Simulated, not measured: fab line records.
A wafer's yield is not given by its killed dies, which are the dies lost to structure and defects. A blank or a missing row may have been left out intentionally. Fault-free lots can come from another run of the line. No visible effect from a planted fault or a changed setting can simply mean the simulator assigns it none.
The tool behind it: which one? ; flow nandHarc ; 36 wafers from 12 lots sampled at 2 of the route's 1302 steps

## WHAT THE GAUGES READ, wafer by wafer
NHARC_A_ONON_D1_THK_MEAS_08: measures by ellipsometry.
lot;measured;on;thkNm (nm)
L075;day 8 08:14;filmMetro-02;1005 1004 1005
L077;day 9 05:34;filmMetro-02;1001 1001 1002
L079;day 9 20:50;filmMetro-01;1001 1001 1001
L081;day 10 17:56;filmMetro-02;1000 1001 998
L083;day 11 17:15;filmMetro-02;1004 1005 1001
L085;day 12 09:46;filmMetro-02;1023 1024 1024
L087;day 13 01:48;filmMetro-01;1002 1003 1004
L089;day 13 19:56;filmMetro-01;1010 1007 1008
L091;day 14 21:05;filmMetro-02;1011 1011 1009
L093;day 15 20:43;filmMetro-01;993 992 994
L095;day 16 17:24;filmMetro-01;1015 1011 1013
L097;day 17 11:57;filmMetro-01;1007 1006 1007

## TOOL THAT RAN EACH LOT (tool first, then ch and the chambers of the sampled wafers, then the start)
lot;NHARC_A_ZERO_WELL_ETCH_13
L075;rieSi-03 ch 0,2,3, day 7 07:43
L077;rieSi-02 ch 0,2, day 8 05:31
L079;rieSi-06 ch 1,2,3, day 8 20:52
L081;rieSi-02 ch 0,1,2, day 9 17:40
L083;rieSi-02 ch 0,2,3, day 10 18:20
L085;rieSi-03 ch 0,2,3, day 11 09:25
L087;rieSi-03 ch 0,1, day 12 03:42
L089;rieSi-03 ch 0,1,3, day 12 21:50
L091;rieSi-06 ch 0,1, day 13 19:52
L093;rieSi-06 ch 0,1,2, day 14 19:52
L095;rieSi-06 ch 0,1,2, day 15 16:55
L097;rieSi-02 ch 0,2,3, day 16 12:06
- NHARC_A_ZERO_WELL_ETCH_13: etches the open film in HBr/Cl2, target depth 120 nm, time 40.1 s.

## THE ANSWER, worked out from the rows above alone
Rule: the usual values come from the lots themselves. The widest of any qualifying gaps counts: lots, ordered by their means at a reading, are off when they make up no more than a third of the lots, leave a main group of 4 or more, and stand apart from it by 3 or more times the standard deviation of that group's means. If all means in a main group match to the digits the tables above print for the reading, that group is not used. Also off: a lot with no number at a reading for which 4 or more lots have one. All remaining lots with rows at the step are treated as sound.
Across all readings shown, no lot is off: no conclusion can be drawn from this.

## WHAT WAS PUT IN BY THE SIMULATOR
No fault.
